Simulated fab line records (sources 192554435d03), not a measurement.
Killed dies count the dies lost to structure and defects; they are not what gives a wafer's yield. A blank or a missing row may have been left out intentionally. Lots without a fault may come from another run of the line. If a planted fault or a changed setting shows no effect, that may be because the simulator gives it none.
Struck lot and sound lot, side by side    flow n5-finfet    40 out of 1938 route steps
Sound: the wafers L271.1, L271.2, L271.6. Wafers L279.1, L279.2, L279.4 were the ones struck. The cause comes at the end.
Each step with rows lists, per side, the tool, then ch with its chambers, then its first start. Under that, the readings that differ: sound wafers    struck wafers    difference of the means    sigmas: that difference in standard deviations of wafers without a fault.
alike: readings whose means differ by less than 2 such deviations, and words and numbers that are the same on both sides. not compared: withheld readings, readings that some wafer has no value for, bounds like >300 that may hide the same value, and numbers for which the record gives no deviation and whose values overlap.
A row with sigmas, a row that says differs or no value, or rows on one side alone: a step with any of these is where the two part. Numbers that don't overlap but have no deviation are shown without sigmas and don't part them. Lack of a reading on every wafer of one side parts them only where that side has two or more wafers.

first, 1 step without rows for these wafers: N5_BEOL_M4_SPUTTER_79 (material Cu, target thk 4.5 nm, time 8.29 s).
N5_BEOL_M4_ANNEAL_80: time 240 s.
  sound on pvd-sputter-02, day 9 15:58; struck on pvd-sputter-03, day 12 08:32
  alike: heater-power-w
then, 1 step without rows for these wafers: N5_BEOL_M4_SPUTTER_81 (material Cu, target thk 4.5 nm, time 8.29 s).
N5_BEOL_M4_ANNEAL_82: time 240 s.
  sound on pvd-sputter-02, day 9 16:11; struck on pvd-sputter-03, day 12 08:46
  alike: heater-power-w
then, 3 steps without rows for these wafers: N5_BEOL_M4_SPUTTER_86 (material Cu, target thk 4.5 nm, time 8.29 s); N5_BEOL_M4_ANNEAL_87 (time 240 s); N5_BEOL_M4_SPUTTER_88 (material Cu, target thk 4.5 nm, time 8.29 s).
N5_BEOL_M4_ANNEAL_89: time 240 s.
  sound on pvd-sputter-02, day 9 16:37; struck on pvd-sputter-03, day 12 09:12
  alike: heater-power-w
then, 4 steps without rows for these wafers: N5_BEOL_M4_SPUTTER_90 (material Cu, target thk 4.5 nm, time 8.29 s); N5_BEOL_M4_ANNEAL_91 (time 240 s); N5_BEOL_M4_SPUTTER_92 (material Cu, target thk 4.5 nm, time 8.29 s); N5_BEOL_M4_ANNEAL_93 (time 240 s).
N5_BEOL_M4_SPUTTER_94: material Cu, target thk 4.5 nm, time 8.29 s.
  sound on pvd-sputter-02, day 9 17:12; struck on pvd-sputter-03, day 12 09:47
  alike: substrate-temp-c, throttle-valve-pct
then, 3 steps without rows for these wafers: N5_BEOL_M4_ANNEAL_95 (time 240 s); N5_BEOL_M4_SPUTTER_96 (material Cu, target thk 4.5 nm, time 8.29 s); N5_BEOL_M4_ECD_50 (material Cu, target thk 300 nm).
N5_BEOL_M4_ANNEAL_51: time 90 s.
  sound on rtp-anneal-02 ch 0, day 9 17:37; struck on rtp-anneal-02 ch 0, day 12 10:35
  alike: wafer_temp_C_max
N5_BEOL_M4_CMP_52: polishes, stops on SiOC, t overpolish 6.8 s, target thk 40 nm.
  sound on cmp-03 ch 0,1,2, day 9 18:15; struck on cmp-03 ch 0,1,2, day 12 10:56
  alike: barrier-field-endpoint-s, motor-current-A, overpolish-run-s, time-to-endpoint-s
then, 4 steps without rows for these wafers: N5_BEOL_M4_PRE_CLEAN_60 (time 15 s); N5_BEOL_M4_CO_CAP_55 (material Co, precursor CCTBA/H2, target thk 2 nm, time 102.1 s); N5_BEOL_M4_PRE_CLEAN_56 (time 15 s); N5_BEOL_M4_DEP_57 (deposits SiCN from 3MS/NH3, target thk 8 nm, time 14 s).
N5_BEOL_M4_RS_MEAS_58: a four-point-probe measurement.
  sound on film-metro-02, day 9 18:44; struck on film-metro-01, day 12 11:26
  alike: M4_RS
then, 2 steps without rows for these wafers: N5_BEOL_M5_ILD_DEP_00 (deposits SiCOH lowk from DEMS/porogen, target thk 140.64 nm, time 25.9 s); N5_BEOL_M5_CURE_79 (cures SiCOH lowk, time 240 s).
N5_BEOL_M5_THK_MEAS_01:
  sound on film-metro-01, day 9 20:21; struck on film-metro-01, day 12 13:02
  alike: M5_ILD_THK
then, 11 steps without rows for these wafers: N5_BEOL_M5_PECVD_70 (deposits SiO2 from TEOS/O2, target thk 16 nm, time 18 s); N5_BEOL_M5_HM_DEP_02 (deposits TiN, target thk 20 nm); N5_BEOL_M5_COAT_59 (time 60 s, resist thk 60 nm); N5_BEOL_M5_COAT_60 (time 60 s, resist thk 12 nm); N5_BEOL_M5_COAT_71 (time 60 s, resist thk 5 nm); N5_BEOL_M5_COAT_05 (resist thk 30 nm); N5_BEOL_M5_EBR_07; N5_BEOL_M5_SOFTBAKE_06 (time 60 s); N5_BEOL_M5_EXPOSE_08 (exposes mask M5, target cd 28 nm); N5_BEOL_M5_PEB_09 (peb time 60 s); N5_BEOL_M5_DEVELOP_10 (develop time 30 s).
N5_BEOL_M5_CD_MEAS_11 targets a cd of 27.74 nm.
  sound on cd-sem-01 ch 0, day 9 21:24; struck on cd-sem-03 ch 0, day 12 14:57
  alike: cd-nm
N5_BEOL_M5_OVL_MEAS_12:
  sound on overlay-02 ch 0, day 9 21:26; struck on overlay-02 ch 0, day 12 14:59
reading      sound           struck       difference  sigmas
M5_OVL (nm)  -0.5 -2.3 -1.6  0.6 0.2 0.2  +1.8        +2
-- record jumps: 5 days separate the struck wafers' starts on either side; left off in module BEOL_M5, taken up again in module PASSIVATION, whose first shown step is the route's number 1936 --
N5_PASSIVATION_PROBE_49:
  only the struck wafers here have rows in the record (prober-01, day 17 03:32); the sound ones have none

== WHERE THEY PART ==
At N5_BEOL_M5_OVL_MEAS_12 first; at N5_PASSIVATION_PROBE_49 last (within this record only).

WHY: the cause the simulator had injected
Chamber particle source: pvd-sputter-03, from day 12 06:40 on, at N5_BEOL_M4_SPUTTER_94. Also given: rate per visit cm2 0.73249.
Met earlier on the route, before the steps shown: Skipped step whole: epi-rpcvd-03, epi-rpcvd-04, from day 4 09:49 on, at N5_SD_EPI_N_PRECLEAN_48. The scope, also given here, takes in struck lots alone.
